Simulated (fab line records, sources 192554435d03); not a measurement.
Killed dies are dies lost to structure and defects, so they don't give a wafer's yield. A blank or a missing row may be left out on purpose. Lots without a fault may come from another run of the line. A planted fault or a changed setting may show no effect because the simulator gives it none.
One fault seen from 2 desks | flow n5_finfet | each desk has only its own numbers; what lay behind them comes last

THE METROLOGY DESK
What the gauges read, lot by lot, whatever tool the lot ran on: means of the sampled wafers that have a number. A lot is out of limits, marked OUT, if its mean lies more than 4 standard deviations from the usual mean; the brackets give that distance.
Columns: A = MIM_TOP_OVL at N5_MIM_TOP_LITHO_OVL_MEAS_11, usual 3 nm; B = cd_nm at N5_PASSIVATION_CD_MEAS_10, usual 2999.7 nm
lot  | first seen here | A  | B
L941 | day 12 11:28    | -1 | 2998.2
L944 | day 13 04:02    | -2 | 3000.3
L946 | day 14 03:34    | 3  | 2999.3
L951 | day 15 00:31    | 4  | 3000.9
L953 | day 15 10:19    | -7 | 3000.1
L954 | day 16 08:10    | 4  | 3001.2
L958 | day 16 12:14    | 11 | 3002.1
L957 | day 16 12:46    | 2  | 3002.4
L961 | day 17 03:11    | -5 | 2999.4
L962 | day 17 17:46    | 11 | 2998.9
L964 | day 18 11:22    | 1  | 2998.4
This desk's finding: nothing out of limits on any of the 11 lots.

THE TOOL OWNER'S DESK: rie_metal-01
The tool's own readings at N5_MIM_BOT_ETCH_ETCH_00 (etches TiN in Cl2/BCl3, target depth 45.5 nm): means of the sampled wafers that have a number, for each lot that ran on this tool. A lot is out of limits, marked OUT, if its mean lies more than 4 standard deviations from the usual mean; the brackets give that distance.
Columns: A = bcl3_flow_sccm at N5_MIM_BOT_ETCH_ETCH_00, usual 21.75 sccm; B = bias_w at N5_MIM_BOT_ETCH_ETCH_00, usual 126.0 W; C = drypump_motor_current_A at N5_MIM_BOT_ETCH_ETCH_00, usual 5.8 A; D = oes_product_au at N5_MIM_BOT_ETCH_ETCH_00, usual 0.78 a.u.; E = rf_fwd_power_W at N5_MIM_BOT_ETCH_ETCH_00, usual 993 W; F = throttle_valve_pct at N5_MIM_BOT_ETCH_ETCH_00, usual 22.03 %
lot  | first seen here | A     | B               | C   | D    | E   | F
L941 | day 12 12:35    | 21.73 | 126.1           | 6.1 | 0.61 | 994 | 22.34
L946 | day 14 04:45    | 21.75 | 125.6           | 6.0 | 0.70 | 996 | 21.76
L953 | day 15 11:44    | 21.76 | 130.9 (+12) OUT | 6.0 | 0.85 | 995 | 21.93
L954 | day 16 09:35    | 21.75 | 136.8 (+27) OUT | 6.0 | 0.78 | 995 | 21.83
This desk's finding: out of limits on L953, L954; first on L953, day 15 11:44 (bias_w at N5_MIM_BOT_ETCH_ETCH_00). In limits: L941, L946.

PUT TOGETHER
The tool owner's desk could have raised an alarm at day 15 11:44, on L953, L954.
The metrology desk saw nothing out of limits.
The metrology desk has L953, L954 on record, within its limits.
Of the lots named, all ran N5_MIM_BOT_ETCH_ETCH_00 on rie_metal-01.

WHAT THE SIMULATOR HAD PUT IN
Process parameter drift: rie_metal-01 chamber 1, from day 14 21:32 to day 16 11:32, at N5_MIM_BOT_ETCH_ETCH_00. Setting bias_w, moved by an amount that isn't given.
Lots struck among those shown: L953, L954.
Hours from the fault's start to each desk's first reading out of limits: the tool owner's desk, 14.
